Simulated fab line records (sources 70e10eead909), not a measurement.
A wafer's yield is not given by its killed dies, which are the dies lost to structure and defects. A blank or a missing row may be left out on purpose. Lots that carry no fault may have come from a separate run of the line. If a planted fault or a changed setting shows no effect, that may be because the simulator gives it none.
Which of the tools did it? / flow nand_harc / 12 lots, 36 wafers sampled, at 1 step of a route of 1302

WHAT EACH GAUGE READ, for each wafer
NHARC_P_M1_OVL_MEAS_10: pitch 260 nm.
lot=L075; measured=day 6 20:02; on=overlay-01; overlay_x_nm (nm)=1.0 0.7 0.8
lot=L077; measured=day 7 12:49; on=overlay-01; overlay_x_nm (nm)=-0.6 -0.5 -0.9
lot=L079; measured=day 8 10:19; on=overlay-01; overlay_x_nm (nm)=-1.3 -0.9 -0.6
lot=L081; measured=day 9 08:11; on=overlay-02; overlay_x_nm (nm)=0.4 -0.1 0.0
lot=L083; measured=day 9 22:41; on=overlay-02; overlay_x_nm (nm)=0.7 0.4 0.2
lot=L085; measured=day 11 01:04; on=overlay-02; overlay_x_nm (nm)=0.6 0.7 0.8
lot=L087; measured=day 12 04:09; on=overlay-01; overlay_x_nm (nm)=-0.6 -0.6 -0.1
lot=L088; measured=day 12 05:29; on=overlay-02; overlay_x_nm (nm)=-1.0 -1.2 -1.5
lot=L091; measured=day 13 03:32; on=overlay-01; overlay_x_nm (nm)=0.1 0.5 1.0
lot=L093; measured=day 14 00:29; on=overlay-02; overlay_x_nm (nm)=-0.4 0.1 -0.5
lot=L095; measured=day 14 21:48; on=overlay-01; overlay_x_nm (nm)=-0.2 -0.4 -0.7
lot=L097; measured=day 15 21:11; on=overlay-01; overlay_x_nm (nm)=-0.5 -0.1 0.1

EACH LOT AND THE TOOL THAT RAN IT (in order: tool; ch and the chambers of the sampled wafers; start)
Record: no process step prior to these readings.

THE ANSWER, worked out from the rows above alone
Rule: what is usual is taken from the lots themselves. The widest of any qualifying gaps counts: lots, ordered by their means at a reading, are off when they make up no more than a third of the lots, leave a main group of 4 or more, and stand apart from it by 3 or more times the standard deviation of that group's means. A main group whose means are all the same, to the digits that the tables above print for the reading, isn't used. Also off: a lot with no number at a reading for which 4 or more lots have one. Any other lot the step has rows for is counted as sound.
Nothing can be told from this: no lot is off at any reading shown.

WHAT THE SIMULATOR HAD PUT IN
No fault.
